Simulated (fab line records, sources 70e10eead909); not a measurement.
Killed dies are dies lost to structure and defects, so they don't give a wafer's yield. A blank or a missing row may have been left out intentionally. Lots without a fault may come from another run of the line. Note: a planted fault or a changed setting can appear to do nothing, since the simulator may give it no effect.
Chamber matching -- flow nand_harc -- NHARC_P_CONTACT_DESCUM_17 on rie_diel-09: 4 sister chambers
The step chemistry O2, time 3 s. 16 wafers are shown with their chamber, then 8 later ones without.

== WAFERS, EACH WITH ITS CHAMBER ==
wafer,chamber,showerhead_plenum_p_Torr (Torr),drypump_motor_current_A (A),oes_product_au (a.u.)
L635.2,1,1.93,6.3,1.008
L635.3,3,1.96,6.1,1.005
L635.5,0,2.06,6.1,0.999
L642.1,3,1.96,6.1,1.005
L642.5,0,2.06,6.1,0.989
L642.6,1,1.93,6.2,0.980
L651.1,0,2.06,6.1,1.002
L651.2,2,1.85,5.1,1.003
L651.3,1,1.93,6.3,0.989
L652.3,2,1.85,5.1,1.008
L652.4,3,1.96,6.1,1.003
L652.6,1,1.93,6.3,0.981
L653.2,0,2.06,6.1,1.011
L653.4,3,1.96,6.1,1.014
L653.5,1,1.93,6.3,0.997
L655.3,1,1.92,6.3,0.996

SIGNATURES (means of the wafers above)
reading,chamber 0,chamber 1,chamber 2,chamber 3,scatter within a chamber
showerhead_plenum_p_Torr,2.0600,1.9283,1.8500,1.9600,0.00264
drypump_motor_current_A,6.100,6.283,5.100,6.100,0.0264
oes_product_au,1.00025,0.99183,1.00550,1.00675,0.00867
Rule: for each reading, subtract the chamber's mean from the wafer's reading, divide by that reading's scatter and square the result; add these up over the readings and take the root, which gives the wafer's distance from the chamber. The wafer belongs to the nearest chamber; if the next one is less than 2 further off, it can't be placed. The scatter: take each reading less its chamber's mean, square it, sum over the shown wafers, divide by the number of wafers less the number of chambers, and take the root.

== WAFERS WHOSE CHAMBER IS MISSING ==
wafer,showerhead_plenum_p_Torr (Torr),drypump_motor_current_A (A),oes_product_au (a.u.)
L655.4,1.96,6.1,0.987
L655.6,2.06,6.1,1.001
L656.1,1.96,6.1,0.992
L656.3,1.92,6.3,1.004
L656.6,1.96,6.1,0.988
L657.1,1.92,6.2,0.996
L657.2,1.85,5.1,0.998
L657.5,2.06,6.1,0.993

== WHICH CHAMBER EACH WENT THROUGH ==
wafer,from the rows above,in truth
L655.4,3,3
L655.6,0,0
L656.1,3,3
L656.3,1,1
L656.6,3,3
L657.1,1,1
L657.2,2,2
L657.5,0,0
Placed correctly: 8 of 8. Left unplaced by these rows: 0. Placed wrongly: 0.
